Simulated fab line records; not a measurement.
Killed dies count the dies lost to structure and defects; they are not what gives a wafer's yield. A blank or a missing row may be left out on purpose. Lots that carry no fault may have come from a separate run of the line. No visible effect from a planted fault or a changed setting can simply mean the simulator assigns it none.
fab line records	flow nand-harc
record lots=13	wafers=39	last-day=24
route steps=1159 shown P_ZERO_WELL@14 P_GATE@142 END@1159
lots with no fault: from the same line, run without faults
start-h: the number of hours between the record's first day and the start of the first shown wafer of the lot	wait-h: how many hours have passed since the lot's step before this one	" unchanged from the row above	L1.1+2: a single row standing in for several wafers	- either no value or no given start	* or withheld: withheld	< > ~ a bound
route shown NAME@n: names a module that has steps shown in the file, with the first one's number in the route	usual: average and standard deviation across the fault-free wafers	same: alike in all rows	chamber/n: place in a boat	sites: the reading at each site	_std_site: how widely they spread, as a standard deviation	_edge_site: mean of outer sites minus mean of inner sites	radius-mm: for every site, how far away it sits from the centre of the wafer	mask NAME#n: copy n	behind: the last tool/chamber to shape the wafer	hold: reason for holding the lot/hours on hold/outcome of the hold	device: names the non-switching transistor (n, p or np)	end of line: tests run on the same wafers once the route is complete	a step given without rows: its recipe and nothing more	killed: at the first sort, the dies lost to defects and structure; wafer yield is something else	map: per-die view of a wafer (x killed, . not killed, _ where there is no die)
set.NAME: the run value of the setting; set.NAME@STEP: its run value at that earlier step	model.NAME: the simulator's own value behind a step, which no gauge read
one table for each step of the route and one row for each wafer, over a sample of lots
services: when a tool's chamber went out of use (start-h, in hours from the record's first day, below 0 if earlier), for how many hours, and the reason
## steps
# step NHARC_P_ZERO_WELL_CD_MEAS_11
# recipe target-cd-nm=500	landing-energy-ev=500
# usual cd-nm=499.4/1.7
lot.wafer	tool	chamber	start-h	wait-h	cd-nm
L193.1	cd-sem-03	0	25.35	-	497.5
L193.5	"	0	"	"	498.4
L193.6	"	0	"	"	498.9
L194.1	cd-sem-03	0	31.24	-	500.6
L194.5	"	0	"	"	497.2
L194.6	"	0	"	"	498.8
L195.1	cd-sem-01	0	37.25	-	500.0
L195.2	"	0	"	"	498.7
L195.4	"	0	"	"	501.2
L196.1	cd-sem-01	0	43.25	-	498.1
L196.2	"	0	"	"	499.5
L196.6	"	0	"	"	497.9
L197.1	cd-sem-01	0	49.24	-	498.1
L197.3	"	0	"	"	498.0
L197.6	"	0	"	"	502.1
L198.1	cd-sem-01	0	55.24	-	500.5
L198.2	"	0	"	"	499.5
L198.6	"	0	"	"	497.2
L207.4	cd-sem-03	0	109.26	-	496.9
L207.5	"	0	"	"	498.3
L207.6	"	0	"	"	497.3
L208.1	cd-sem-02	0	115.57	-	501.7
L208.3	"	0	"	"	498.9
L208.4	"	0	"	"	498.5
L210.1	cd-sem-03	0	127.12	-	500.1
L210.3	"	0	"	"	499.3
L210.4	"	0	"	"	500.9
L211.4	cd-sem-01	0	133.20	-	498.7
L211.5	"	0	"	"	500.0
L211.6	"	0	"	"	496.9
L212.1	cd-sem-03	0	139.36	-	497.6
L212.2	"	0	"	"	496.9
L212.4	"	0	"	"	497.5
L213.3	cd-sem-01	0	145.25	-	498.7
L213.4	"	0	"	"	502.0
L213.6	"	0	"	"	501.1
L214.1	cd-sem-01	0	151.30	-	501.9
L214.2	"	0	"	"	499.9
L214.4	"	0	"	"	500.2
# step NHARC_P_ZERO_WELL_EXPOSE_21
# recipe na=0.6	target-cd-nm=720	dose-mj=22.31	mask-id=P_NWELL
lot.wafer	tool	chamber	start-h	wait-h	mask
L193.1+5+6	krf-scanner-04	0	26.54	-	P_NWELL#0
L194.1+5+6	krf-scanner-01	0	32.46	-	P_NWELL#0
L195.1+2+4	krf-scanner-01	0	38.33	-	P_NWELL#0
L196.1+2+6	krf-scanner-01	0	44.34	-	P_NWELL#0
L197.1+3+6	krf-scanner-02	0	50.42	-	P_NWELL#0
L198.1+2+6	krf-scanner-01	0	56.43	-	P_PWELL#0
L207.4+5+6	krf-scanner-04	0	110.49	-	P_NWELL#0
L208.1+3+4	krf-scanner-02	0	116.76	-	P_NWELL#0
L210.1+3+4	krf-scanner-01	0	128.31	-	P_NWELL#0
L211.4+5+6	krf-scanner-01	0	134.34	-	P_NWELL#0
L212.1+2+4	krf-scanner-02	0	140.55	-	P_NWELL#0
L213.3+4+6	krf-scanner-04	0	146.45	-	P_NWELL#0
L214.1+2+4	krf-scanner-01	0	152.54	-	P_NWELL#0
# step NHARC_P_ZERO_WELL_CD_MEAS_24
# recipe target-cd-nm=720	landing-energy-ev=500
# usual cd-nm=720.3/1.6
lot.wafer	tool	chamber	start-h	wait-h	cd-nm
L193.1	cd-sem-02	0	26.69	-	721.1
L193.5	"	0	"	"	720.6
L193.6	"	0	"	"	720.1
L194.1	cd-sem-03	0	32.62	-	720.3
L194.5	"	0	"	"	719.6
L194.6	"	0	"	"	721.1
L195.1	cd-sem-02	0	38.48	-	722.9
L195.2	"	0	"	"	719.6
L195.4	"	0	"	"	722.1
L196.1	cd-sem-01	0	44.50	-	719.0
L196.2	"	0	"	"	718.8
L196.6	"	0	"	"	719.7
L197.1	cd-sem-01	0	50.58	-	721.9
L197.3	"	0	"	"	719.8
L197.6	"	0	"	"	720.0
L198.1	cd-sem-01	0	56.58	-	-
L198.2	"	0	"	"	-
L198.6	"	0	"	"	-
L207.4	cd-sem-02	0	110.64	-	721.5
L207.5	"	0	"	"	718.3
L207.6	"	0	"	"	720.7
L208.1	cd-sem-03	0	116.91	-	718.1
L208.3	"	0	"	"	717.0
L208.4	"	0	"	"	719.7
L210.1	cd-sem-03	0	128.48	-	718.9
L210.3	"	0	"	"	722.3
L210.4	"	0	"	"	722.0
L211.4	cd-sem-02	0	134.48	-	721.5
L211.5	"	0	"	"	719.9
L211.6	"	0	"	"	720.8
L212.1	cd-sem-02	0	140.71	-	720.9
L212.2	"	0	"	"	718.9
L212.4	"	0	"	"	720.6
L213.3	cd-sem-03	0	146.61	-	721.4
L213.4	"	0	"	"	719.5
L213.6	"	0	"	"	721.7
L214.1	cd-sem-01	0	152.69	-	720.0
L214.2	"	0	"	"	719.5
L214.4	"	0	"	"	720.8
# step NHARC_P_ZERO_WELL_DESCUM_26
# recipe time-s=3	o2-flow-sccm=200	ar-flow-sccm=0	bias-power-w=0	chemistry=O2
# usual drypump-motor-current-A=5.5/0.54	oes-product-au=0.996/0.0099	rf-vpp-V=57.6/0.79	showerhead-plenum-p-Torr=1.86/0.062	throttle-valve-pct=11.312/0.0093
lot.wafer	tool	chamber	start-h	wait-h	drypump-motor-current-A	oes-product-au	rf-hours-counter-h	rf-vpp-V	showerhead-plenum-p-Torr	throttle-valve-pct
L193.1	rie-diel-06	1	26.86	-	6.2	0.999	8.0	57.9	1.79	11.311
L193.5	"	0	"	"	5.8	1.021	-	58.0	1.89	11.320
L193.6	"	1	"	"	6.3	1.000	-	57.8	1.79	11.322
L194.1	rie-diel-06	3	32.78	-	4.7	0.985	8.0	57.6	2.00	11.327
L194.5	"	3	"	"	4.7	0.990	-	57.3	2.00	11.320
L194.6	"	0	"	"	5.8	1.019	-	58.3	1.89	11.312
L195.4	rie-diel-05	3	38.65	-	6.1	0.995	2.4	57.3	1.82	11.317
L195.1	"	1	"	"	5.2	1.006	2.3	57.3	1.87	11.323
L195.2	"	2	"	"	5.3	0.981	2.3	56.4	1.93	11.332
L196.1	rie-diel-06	0	44.66	-	5.8	1.004	9.3	56.7	1.89	11.317
L196.2	"	1	"	"	6.3	0.992	9.3	57.8	1.79	11.318
L196.6	"	1	"	"	6.3	1.000	-	57.5	1.79	11.284
L197.3	rie-diel-06	3	50.76	-	4.7	0.993	9.8	57.9	2.00	11.322
L197.1	"	0	"	"	5.8	1.017	9.5	57.8	1.89	11.309
L197.6	"	1	"	"	6.3	0.997	-	58.1	1.79	11.317
L198.2	rie-diel-05	0	56.74	-	5.0	0.995	3.4	57.6	1.88	11.325
L198.1	"	2	"	"	5.3	0.989	3.4	58.5	1.93	11.305
L198.6	"	0	"	"	5.0	1.004	-	57.5	1.88	11.301
L207.4	rie-diel-06	3	110.78	-	4.8	1.001	2.9	58.7	2.00	11.325
L207.5	"	3	"	"	4.7	1.001	-	57.8	2.00	11.305
L207.6	"	0	"	"	5.8	1.008	-	58.4	1.89	11.311
L208.3	rie-diel-12	0	117.08	-	5.9	0.993	8.1	58.0	1.80	11.336
L208.4	"	1	"	"	4.8	0.996	7.6	59.0	1.90	11.316
L208.1	"	2	"	"	6.5	0.987	7.3	57.4	1.79	11.325
L210.1	rie-diel-05	1	128.65	-	5.3	1.007	7.4	56.2	1.87	11.332
L210.3	"	2	"	"	5.3	0.972	7.0	58.1	1.93	11.322
L210.4	"	3	"	"	6.0	0.999	7.1	57.7	1.82	11.300
L211.4	rie-diel-06	0	134.69	-	5.8	0.994	-	57.9	1.89	11.321
L211.5	"	2	"	"	5.8	0.980	-	56.7	1.82	11.324
L211.6	"	3	"	"	4.7	0.989	-	57.7	2.00	11.318
L212.4	rie-diel-05	0	140.87	-	5.0	0.995	8.1	57.6	1.87	11.314
L212.1	"	1	"	"	5.3	0.999	7.8	58.0	1.87	11.303
L212.2	"	3	"	"	6.0	0.980	7.8	57.9	1.82	11.302
L213.3	rie-diel-05	1	146.77	-	5.2	1.006	8.1	57.5	1.87	11.313
L213.4	"	2	"	"	5.3	0.981	8.0	57.6	1.93	11.308
L213.6	"	2	"	"	5.4	0.976	-	57.4	1.93	11.302
L214.1	rie-diel-12	0	152.85	-	5.9	0.975	11.8	58.3	1.80	11.307
L214.2	"	1	"	"	4.8	1.000	11.0	58.0	1.90	11.297
L214.4	"	2	"	"	6.5	0.998	10.9	58.0	1.78	11.309
# step NHARC_P_GATE_OVL_MEAS_27
# usual overlay-x-nm=0.0/0.82	overlay-y-nm=0.0/0.71
lot.wafer	tool	chamber	start-h	wait-h	overlay-x-nm	overlay-y-nm
L193.1	overlay-01	-	103.32	-	0.8	0.3
L193.5	"	-	"	"	0.0	0.2
L193.6	"	-	"	"	0.5	0.7
L194.1	overlay-02	-	103.48	-	0.2	0.2
L194.5	"	-	"	"	0.5	0.7
L194.6	"	-	"	"	0.3	0.6
L195.1	overlay-01	-	103.63	-	0.5	-0.6
L195.2	"	-	"	"	0.4	-0.6
L195.4	"	-	"	"	0.9	-0.3
L196.1	overlay-02	-	118.84	-	-0.3	-0.2
L196.2	"	-	"	"	-0.6	0.0
L196.6	"	-	"	"	0.1	0.0
L197.1	overlay-01	-	125.60	-	-0.2	1.3
L197.3	"	-	"	"	-0.5	0.9
L197.6	"	-	"	"	-1.1	1.0
L207.4	overlay-02	-	180.36	-	1.3	1.1
L207.5	"	-	"	"	1.3	0.8
L207.6	"	-	"	"	1.6	0.8
L208.1	overlay-01	-	198.63	-	-0.5	-0.4
L208.3	"	-	"	"	-0.6	-0.8
L208.4	"	-	"	"	-0.3	-0.5
L210.1	overlay-02	-	205.96	-	-0.5	-0.1
L210.3	"	-	"	"	-0.1	-0.3
L210.4	"	-	"	"	0.2	-0.7
L211.4	overlay-01	-	206.57	-	1.2	0.7
L211.5	"	-	"	"	2.1	0.4
L211.6	"	-	"	"	1.5	0.3
L213.3	overlay-02	-	220.46	-	-0.2	0.3
L213.4	"	-	"	"	-0.2	0.2
L213.6	"	-	"	"	-0.4	-0.3
L212.1	overlay-01	-	220.74	-	-1.0	0.0
L212.2	"	-	"	"	-0.7	0.5
L212.4	"	-	"	"	-0.6	0.4
L214.1	overlay-02	-	227.76	-	1.2	-0.6
L214.2	"	-	"	"	1.1	-0.6
L214.4	"	-	"	"	0.6	0.0
# step NHARC_END_SORT_01
# recipe temp-c=25
# usual killed-at-array=29/10	killed-at-other=0.7/1.1	killed-at-periphery=3.2/2.2	killed-dies=33/11	killed-open=3.5/1.8	killed-short=2.0/1.4
# same gross-dies=677
lot.wafer	tool	chamber	start-h	wait-h	killed-at-array	killed-at-other	killed-at-periphery	killed-dies	killed-open	killed-short
L198.1	prober-02	0	482.50	2.5	15	0	662	677	4	0
L198.2	prober-02	0	483.31	2.8	26	0	651	677	2	1
L198.6	prober-02	0	486.55	4.1	23	1	653	677	2	0
# killed by level:class
L198.1 P_ZERO_WELL:area-expose=660 A_CHANNEL_HOLE_D1:chamber-film-flake=10 P_CONTACT:geometric-particle:open=1 P_M1:geometric-particle:open=1 A_ONON_D1:geometric-particle:open=1 A_CHANNEL_FILL_D1:geometric-particle:open=1 A_SLIT:chamber-film-flake=1 A_STAIRCASE:chamber-film-flake=1
L198.2 P_ZERO_WELL:area-expose=649 A_CHANNEL_HOLE_D1:chamber-film-flake=17 A_STAIRCASE:chamber-film-flake=4 A_CONTACT:chamber-film-flake=2 P_M2:geometric-particle:short=1 A_WL_FILL:geometric-particle:open=1 A_CONTACT:geometric-particle:open=1 P_BONDPAD:chamber-film-flake=1
L198.6 P_ZERO_WELL:area-expose=653 A_CHANNEL_HOLE_D1:chamber-film-flake=18 A_STAIRCASE:chamber-film-flake=2 A_CONTACT:chamber-film-flake=2 A_CONTACT:geometric-particle:open=1 STARTING-WAFER:geometric-particle:open=1
## services
tool	chamber	start-h	hours	kind
krf-scanner-02	-	8.69	3.0	repair
krf-scanner-01	-	10.26	0.2	repair
krf-scanner-02	-	17.80	0.3	repair
rie-diel-06	0	18.70	-	clean
rie-diel-06	1	18.70	-	clean
rie-diel-06	2	18.70	-	clean
rie-diel-06	3	18.70	-	clean
krf-scanner-01	-	24.20	3.4	repair
rie-diel-12	-	25.40	9.0	pm
krf-scanner-02	-	38.00	4.0	pm
rie-diel-06	0	43.20	-	clean
rie-diel-06	1	43.20	-	clean
rie-diel-06	2	43.20	-	clean
rie-diel-06	-	64.21	9.0	pm
krf-scanner-04	-	64.44	2.5	repair
krf-scanner-01	-	84.00	4.0	pm
krf-scanner-01	0	95.53	-	calibration
krf-scanner-02	-	110.69	0.6	repair
krf-scanner-01	-	117.44	0.5	repair
krf-scanner-04	-	126.00	4.0	pm
rie-diel-06	1	132.28	3.8	repair
rie-diel-12	0	142.69	1.5	repair
krf-scanner-04	-	144.19	1.7	repair
rie-diel-12	1	151.24	1.4	repair
## key
first-sign step=NHARC_P_ZERO_WELL_EXPOSE_21	reading=mask	direction=changed
effect step=NHARC_P_ZERO_WELL_CD_MEAS_24	reading=cd-nm	direction=missing
effect step=NHARC_END_SORT_01	reading=killed-at-periphery	direction=up	sigmas=99+	usual=3.2	struck=655.3
more-kills-born-at NHARC_P_ZERO_WELL_EXPOSE_21@krf-scanner-01=1962
met-at NHARC_P_ZERO_WELL_EXPOSE_21
struck-lots L198
later-rows-left-out L198.1,L198.2,L198.6
tester-left-out L198
not-acting-at NHARC_P_ZERO_WELL_CD_MEAS_11,NHARC_P_ZERO_WELL_DESCUM_26,NHARC_P_GATE_OVL_MEAS_27
onset-between 44.34 56.43
fault kind=wrong-mask	tool=any	chamber=-	onset-h=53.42	steps=NHARC_P_ZERO_WELL_EXPOSE_21	aux-copy=P_PWELL#0	scope=struck-lots-only
# tester-left-out: of these lots the tester's yield and bins aren't shown, on N5 and GAA mostly nor the transistor test; their killed dies are dies lost to structure and defects alone, not to doping, threshold or leakage, so they don't give the yield
# later-rows-left-out: the simulator's readings of these wafers behind a module that went badly wrong aren't trusted and aren't shown, but for the sort
